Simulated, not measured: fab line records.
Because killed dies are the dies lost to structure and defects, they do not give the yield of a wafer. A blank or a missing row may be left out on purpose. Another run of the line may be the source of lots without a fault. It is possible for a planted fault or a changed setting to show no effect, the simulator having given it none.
Which tool did it?    flow n5_finfet    Sampling: 10 lots, 29 wafers, 6 of 1938 route steps

== WHAT THE GAUGES READ, wafer by wafer ==
N5_BEOL_M4_RC_MEAS_101. Usual: DIBL_N 36.6 mV/V, standard deviation 1.1; DIBL_P 36.8 mV/V, standard deviation 1.6; IOFF_N 0.169 nA/um, standard deviation 0.024; IOFF_P 0.206 nA/um, standard deviation 0.028; ION_N 679 uA/um, standard deviation 9.2; ION_P 462 uA/um, standard deviation 7; SS_N 71.6 mV/dec, standard deviation 0.57; SS_P 73.3 mV/dec, standard deviation 0.57; VT_N 248.8 mV, standard deviation 2.4; VT_P -251 mV, standard deviation 3.
lot   measured      on         DIBL_N (mV/V)   DIBL_P (mV/V)   IOFF_N (nA/um)     IOFF_P (nA/um)     ION_N (uA/um)  ION_P (uA/um)  SS_N (mV/dec)   SS_P (mV/dec)   VT_N (mV)          VT_P (mV)       flag
L494  day 9 01:16   prober-02  36.5 36.5 34.9  36.2 36.3 33.7  0.161 0.161 0.131  0.177 0.175 0.148  674 688 659    462 460 453    70.6 71.0 70.3  73.1 73.1 72.7  248.3 249.3 254.6  -256 -255 -258  
L496  day 9 04:16   prober-02  38.0 35.2 36.1  36.6 33.2 34.4  0.222 0.158 0.171  0.228 0.176 0.189  689 684 677    460 460 462    72.8 71.6 71.7  73.8 72.5 73.7  244.6 246.5 247.0  -247 -251 -251  
L503  day 11 05:14  prober-01  36.7 35.7 38.2  35.7 33.7 38.3  0.153 0.143 0.195  0.236 0.199 0.275  683 683 688    475 467 480    71.3 71.4 71.7  72.6 72.7 73.3  246.7 246.6 245.8  -247 -253 -246  
L504  day 11 23:53  prober-02  36.7 35.2 35.6  37.1 36.1 36.8  0.184 0.150 0.160  0.210 0.196 0.209  691 685 678    466 469 465    71.4 71.6 71.7  72.8 72.7 73.3  246.9 250.8 249.5  -250 -252 -250  
L505  day 12 00:11  prober-01  36.8 38.2 36.5  36.2 37.8 35.4  0.164 0.193 0.152  0.212 0.240 0.204  688 694 671    469 473 458    71.3 71.7 71.6  73.0 74.0 73.1  247.4 246.7 248.8  -251 -249 -250  
L507  day 12 06:56  prober-01  36.2 37.5 35.9  35.4 37.1 34.9  0.149 0.177 0.145  0.191 0.219 0.186  677 695 674    461 466 461    70.7 71.7 71.4  73.2 73.8 73.6  248.8 251.3 251.4  -249 -248 -253  
L509  day 12 14:08  prober-02  35.7 34.5 37.8  36.9 35.6 39.1  0.147 0.123 0.188  0.177 0.160 0.206  676 658 668    460 450 453    71.2 70.6 71.7  73.3 73.3 73.9  253.7 254.6 247.8  -254 -257 -254  
L508  day 13 08:59  prober-01  39.0 36.8 38.3  39.9 37.9 39.2  0.242 0.184 0.216  0.255 0.220 0.239  699 682 696    472 466 465    72.5 71.7 73.1  74.6 74.2 73.8  244.5 246.4 244.0  -249 -250 -249  
L510  day 13 12:04  prober-01  34.8 35.8       33.7 34.4       0.135 0.142        0.166 0.176        665 667        456 458        71.5 71.3       72.3 73.0       251.3 251.5        -255 -253       
L511  day 13 11:52  prober-02  37.6 38.0 36.0  36.6 37.1 34.8  0.173 0.187 0.149  0.171 0.183 0.158  673 680 673    447 453 451    71.0 72.1 71.1  73.9 73.8 73.6  248.9 248.6 251.8  -255 -259 -258  

== EACH LOT AND THE TOOL THAT RAN IT (in order: tool; ch and the chambers of the sampled wafers; start) ==
lot   N5_BEOL_M2_ANNEAL_91          N5_BEOL_M2_SPUTTER_92         N5_BEOL_M2_ECD_50               N5_BEOL_M2_CMP_52              N5_BEOL_M2_PRE_CLEAN_60
L494  pvd_sputter-02, day 7 09:15   pvd_sputter-02, day 7 09:23   ecd_cu-02 ch 0,1, day 7 09:56   cmp-03 ch 0,2, day 7 10:19     cvd_co-02 ch 2, day 7 10:39
L496  pvd_sputter-01, day 7 14:26   pvd_sputter-01, day 7 14:35   ecd_cu-01 ch 1, day 7 15:08     cmp-04 ch 1,2, day 7 15:32     cvd_co-01 ch 0,1,2, day 7 15:52
L503  pvd_sputter-03, day 9 11:46   pvd_sputter-03, day 9 11:54   ecd_cu-01 ch 0,1, day 9 12:27   cmp-03 ch 0,2,3, day 9 12:54   cvd_co-02 ch 0,1, day 9 13:10
L504  pvd_sputter-03, day 10 08:59  pvd_sputter-03, day 10 09:08  ecd_cu-01 ch 0,1, day 10 09:41  cmp-03 ch 0,2,3, day 10 10:16  cvd_co-02 ch 0,1,2, day 10 10:49
L505  pvd_sputter-02, day 10 12:05  pvd_sputter-02, day 10 12:14  ecd_cu-01 ch 0,1, day 10 12:48  cmp-01 ch 0,1, day 10 13:37    cvd_co-01 ch 0,2, day 10 14:08
L507  pvd_sputter-01, day 10 13:59  pvd_sputter-01, day 10 14:08  ecd_cu-01 ch 0,1, day 10 14:43  cmp-04 ch 0,3, day 10 15:06    cvd_co-01 ch 0,1,2, day 10 15:25
L509  pvd_sputter-02, day 10 22:02  pvd_sputter-02, day 10 22:10  ecd_cu-01 ch 0,1, day 10 22:44  cmp-04 ch 0,2,3, day 10 23:06  cvd_co-02 ch 0,1, day 10 23:26
L508  pvd_sputter-03, day 11 05:23  pvd_sputter-03, day 11 05:32  ecd_cu-01 ch 1, day 11 06:05    cmp-03 ch 0,1, day 11 06:28    cvd_co-02 ch 1,2, day 11 06:48
L510  pvd_sputter-01, day 11 08:32  pvd_sputter-01, day 11 08:39  ecd_cu-01 ch 0,1, day 11 09:12  cmp-01 ch 2,3, day 11 10:12    cvd_co-02 ch 1,2, day 11 13:06
L511  pvd_sputter-03, day 11 08:59  pvd_sputter-03, day 11 09:08  ecd_cu-02 ch 0,1, day 11 09:41  cmp-04 ch 0,1,3, day 11 12:44  cvd_co-02 ch 0,1,2, day 11 13:18
- N5_BEOL_M2_ANNEAL_91: time 240 s.
- N5_BEOL_M2_SPUTTER_92: material Cu, target thk 4.5 nm, time 8.29 s.
- N5_BEOL_M2_ECD_50: material Cu, target thk 300 nm.
- N5_BEOL_M2_CMP_52: polishes, stops on SiOC, t overpolish 6.8 s, target thk 40 nm.
- N5_BEOL_M2_PRE_CLEAN_60: time 15 s.

== AS READ BY THE TOOLS THEMSELVES (means over the sampled wafers that have a number; for cases with no such wafer, the mark the record gives instead) ==
N5_BEOL_M2_ANNEAL_91. Usual: 825 W for heater_power_w, sd 50.
lot   tool            heater_power_w (W)  flag
L494  pvd_sputter-02  878                 
L496  pvd_sputter-01  812                 
L503  pvd_sputter-03  830                 
L504  pvd_sputter-03  832                 
L505  pvd_sputter-02  857                 
L507  pvd_sputter-01  808                 
L509  pvd_sputter-02  886                 
L508  pvd_sputter-03  829                 
L510  pvd_sputter-01  860                 
L511  pvd_sputter-03  833                 

N5_BEOL_M2_SPUTTER_92. Usual: 30.4 % for throttle_valve_pct, sd 0.65.
lot   tool            throttle_valve_pct (%)  flag
L494  pvd_sputter-02  30.4                    
L496  pvd_sputter-01  31.4                    
L503  pvd_sputter-03  29.9                    
L504  pvd_sputter-03  30.4                    
L505  pvd_sputter-02  29.9                    
L507  pvd_sputter-01  30.9                    
L509  pvd_sputter-02  30.3                    
L508  pvd_sputter-03  29.7                    
L510  pvd_sputter-01  30.4                    
L511  pvd_sputter-03  29.9                    

N5_BEOL_M2_CMP_52. Usual: motor_current_A 5.8 A, standard deviation 0.64; slurry_filter_dp_kPa 13.49 kPa, standard deviation 0.14; time_to_endpoint_s 64 s, standard deviation 3.
lot   tool    motor_current_A (A)  slurry_filter_dp_kPa (kPa)  time_to_endpoint_s (s)  flag
L494  cmp-03  5.8                  13.46                       61                      
L496  cmp-04  5.8                  13.57                       65                      
L503  cmp-03  6.1                  13.67                       62                      
L504  cmp-03  6.2                  13.51                       60                      
L505  cmp-01  5.8                  13.50                       61                      
L507  cmp-04  5.2                  13.47                       64                      
L509  cmp-04  5.5                  13.64                       68                      
L508  cmp-03  6.3                  13.44                       33                      OFF
L510  cmp-01  5.1                  13.46                       44                      OFF
L511  cmp-04  5.9                  13.58                       66                      

N5_BEOL_M2_PRE_CLEAN_60. Usual: 79 W for heater_power_w, sd 22.
lot   tool       heater_power_w (W)  flag
L494  cvd_co-02  52                  
L496  cvd_co-01  76                  
L503  cvd_co-02  83                  
L504  cvd_co-02  78                  
L505  cvd_co-01  80                  
L507  cvd_co-01  76                  
L509  cvd_co-02  83                  
L508  cvd_co-02  57                  
L510  cvd_co-02  60                  
L511  cvd_co-02  77                  

== THE ANSWER, worked out from the rows above alone ==
Rule: a lot counts as off when the mean over its wafers that have a number is more than 3 standard deviations away from the usual mean. Also off: a lot with no number at a reading for which 4 or more lots have one. The other lots that the step has rows for count as sound. Order of review: gauges by route order, followed by the tools' own readings, for which a lot's mean as printed above is used. The first step at which some lot is off is used, and at that step the reading that is off furthest; a lot without a number counts as furthest.
Off: L508, L510, at N5_BEOL_M2_CMP_52 (time_to_endpoint_s).
If a tool, at that step or one of the process steps before it, ran each lot that is off and ran no sound lot following the first of them, it fits. One candidate fits, namely ecd_cu-01 at N5_BEOL_M2_ECD_50. Its last sound lot is L509 (day 10 22:44), its first lot that is off L508 (day 11 06:05): a fault that began between those two fits.

== WHAT THE SIMULATOR PUT IN ==
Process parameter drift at N5_BEOL_M2_ECD_50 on ecd_cu-01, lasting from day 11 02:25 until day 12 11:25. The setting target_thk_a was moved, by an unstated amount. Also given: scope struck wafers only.
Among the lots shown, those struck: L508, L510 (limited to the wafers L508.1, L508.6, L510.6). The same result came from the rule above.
